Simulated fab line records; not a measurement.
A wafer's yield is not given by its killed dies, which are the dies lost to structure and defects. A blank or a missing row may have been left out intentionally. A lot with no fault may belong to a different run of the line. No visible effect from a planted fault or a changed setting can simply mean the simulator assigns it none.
Matching of chambers    flow nand-harc    4 sister chambers for NHARC_P_ZERO_WELL_DESCUM_54 on rie-diel-02
The step chemistry O2, time 3 s. 8 wafers are shown with their chamber, then 7 later ones without.

== EACH WAFER AND ITS CHAMBER ==
wafer   chamber  drypump-motor-current-A (A)  showerhead-plenum-p-Torr (Torr)
L081.6  1        6.0                          1.84
L083.1  1        6.0                          1.83
L083.6  2        4.7                          1.90
L086.1  0        5.6                          1.80
L086.2  3        6.1                          1.85
L086.5  0        5.5                          1.80
L087.1  2        4.8                          1.90
L087.2  3        6.0                          1.85

== WAFERS WITH NO CHAMBER GIVEN ==
wafer   drypump-motor-current-A (A)  showerhead-plenum-p-Torr (Torr)
L087.3  6.0                          1.83
L089.1  5.6                          1.80
L089.2  6.0                          1.84
L089.3  6.0                          1.83
L097.1  6.0                          1.82
L097.5  6.0                          1.82
L097.6  5.6                          1.79

== WHICH CHAMBER EACH ONE RAN IN ==
wafer   from the rows above      in truth
L087.3  1                        1
L089.1  0                        0
L089.2  can't be placed: 1 or 3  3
L089.3  1                        1
L097.1  1                        1
L097.5  1                        1
L097.6  0                        0
6 of 7 placed correctly. Cannot be placed on the basis of these rows: 1; the candidates contain the true chamber in 1. 0 placed wrongly.
How it was worked out, from the rows above alone: a wafer's distance from a chamber is the root of the sum, over the readings, of the square of ((its reading less the chamber's mean) divided by the reading's scatter). If the next closest chamber is less than 2 further off than the closest, the wafer can't be placed; otherwise it belongs to the closest. For every chamber, the mean is computed from those of its wafers that are shown. How the scatter is found: for the shown wafers, subtract from each reading the mean of its chamber, square and add these, divide the total by (wafers less chambers), then take the root.
